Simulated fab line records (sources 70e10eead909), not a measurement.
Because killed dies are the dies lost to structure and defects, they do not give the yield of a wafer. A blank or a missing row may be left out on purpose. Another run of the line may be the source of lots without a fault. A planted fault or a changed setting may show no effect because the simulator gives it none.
Code-filled problem report in 8D (eight disciplines) form :: flow nand_harc :: the parts of the form that need people (team, actions taken, sign-off) are left out

== 1. WHAT IS WRONG ==
Wafers without a fault read 200.7 W, standard deviation 1.4; heater_power_total_W at NHARC_A_ZERO_WELL_SOFTBAKE_05 reads a mean of 230.5 W on 3 wafers belonging to 3 lots. That puts it +21 standard deviations away from the usual mean.
The step: time 70 s.
First seen on wafer L625.2, day 8 12:00, on litho_track-07. The record holds 37 wafers of 13 lots with a number at this step. By rule, "out" or "out of limits" means more than 4 standard deviations away from the usual mean. The rest of the wafers with a number are treated as sound.

== 2. WHAT IT IS, AND WHAT IT ISN'T ==
question: which readings at this step
is: heater_power_total_W
is not: chill_plate_temp_C

question: which lots
is: L625, L632, L633
is not: L619, L620, L621, L623, L624, L629, L636, L637, L640, L641

question: which wafers of those lots
is: L625.2, L632.5, L633.2
is not: L625.3, L625.4, L632.1, L633.4

question: read on which tools
is: litho_track-07
is not: litho_track-03, litho_track-05

question: when
is: from day 8 12:00
is not: up to then (17 sound wafers); but 17 sound wafers of L629, L632, L633, L636, L637, L640, L641 came after

== 3. SUSPECTS, AND WHAT RULES EACH OUT ==
Counting: any tool at a process step up to the reading remains a suspect provided it ran every lot that is out. Sound lots after the first of them don't rule it out here, since some wafers of a struck lot are sound.
- litho_track-07 at NHARC_A_ZERO_WELL_SOFTBAKE_05 (time 70 s): kept. Ran every lot that is out, first one L625 (day 8 12:00); last sound lot up to then L624 (day 7 18:00). Its own readings are out on those wafers: heater_power_total_W.
The count leaves litho_track-07 at NHARC_A_ZERO_WELL_SOFTBAKE_05.

== 4. THE CAUSE (what the simulator had put in) ==
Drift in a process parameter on litho_track-07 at NHARC_A_ZERO_WELL_SOFTBAKE_05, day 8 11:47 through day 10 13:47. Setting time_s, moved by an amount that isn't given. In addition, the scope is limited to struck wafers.
Counting left only this tool.

== 5. SEQUENCE OF EFFECTS, ordered by route ==
Rows list readings where the struck wafers' mean (over those with a number) sits beyond 3 standard deviations from the usual. Only readings whose record carries a usual standard deviation are examined. hours: median over the lots of the time between each lot's start at the first step of this table that gives one and its start at this step. sigmas: the change, counted in usual standard deviations.
hours: 0
step: NHARC_A_ZERO_WELL_SOFTBAKE_05
reading: heater_power_total_W
usual: 200.7 W
on struck wafers: 230.5
change: +29.8
sigmas: +21
Its process steps:
- NHARC_A_ZERO_WELL_SOFTBAKE_05: time 70 s.

== 6. WHAT WOULD HAVE CAUGHT IT SOONER ==
In this record no reading fell out of limits until day 8 12:00, 0 hours after the fault had begun at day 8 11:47.
